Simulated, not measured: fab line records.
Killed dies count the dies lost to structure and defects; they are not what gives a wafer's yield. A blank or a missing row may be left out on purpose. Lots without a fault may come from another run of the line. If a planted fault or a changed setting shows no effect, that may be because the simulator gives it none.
What tool caused it?	flow nand-harc	Sampling: 7 lots, 21 wafers, 2 of 1302 route steps

WHAT THE GAUGES READ, wafer by wafer
NHARC_A_SLIT_CD_MEAS_21.
lot	measured	on	cd-nm (nm)
L426	day 20 14:14	cd-sem-01	289.3 288.7 288.9
L428	day 22 16:59	cd-sem-03	290.9 290.5 290.4
L431	day 24 05:08	cd-sem-02	291.5 291.0 290.8
L435	day 25 12:29	cd-sem-01	290.8 290.7 291.6
L441	day 27 10:51	cd-sem-02	289.1 288.6 288.8
L440	day 27 14:42	cd-sem-01	289.9 290.2 289.9
L445	day 29 03:21	cd-sem-01	289.3 288.8 288.4

TOOL THAT RAN EACH LOT (tool first, then ch and the chambers of the sampled wafers, then the start)
lot	NHARC_A_SLIT_STRIP_18
L426	rie-diel-03 ch 0,1, day 20 14:14 or earlier
L428	rie-diel-03 ch 0,1, day 22 16:59 or earlier
L431	rie-diel-09 ch 0,3, day 24 05:08 or earlier
L435	rie-diel-09 ch 0,2,3, day 25 12:29 or earlier
L441	rie-diel-03 ch 0,1,2, day 27 10:51 or earlier
L440	rie-diel-09 ch 0,1, day 27 14:42 or earlier
L445	rie-diel-05 ch 1,2,3, day 29 03:21 or earlier
- NHARC_A_SLIT_STRIP_18: strips in O2.

THE ANSWER, worked out from the rows above alone
Rule: the usual values come from the lots themselves. Put in order of their means at a reading, lots are off if they are a third of the lots or fewer, leave a main group of 4 or more, and stand apart from it by a gap of 3 or more times the standard deviation of the main group's means; of several such gaps the widest counts. Not used: any main group whose means are identical at the precision the tables above print for the reading. A lot without any number at a reading at which 4 lots or more have one is off too. The other lots that the step has rows for count as sound.
None of the lots is off at any reading shown; this tells nothing.

WHAT THE SIMULATOR HAD PUT IN
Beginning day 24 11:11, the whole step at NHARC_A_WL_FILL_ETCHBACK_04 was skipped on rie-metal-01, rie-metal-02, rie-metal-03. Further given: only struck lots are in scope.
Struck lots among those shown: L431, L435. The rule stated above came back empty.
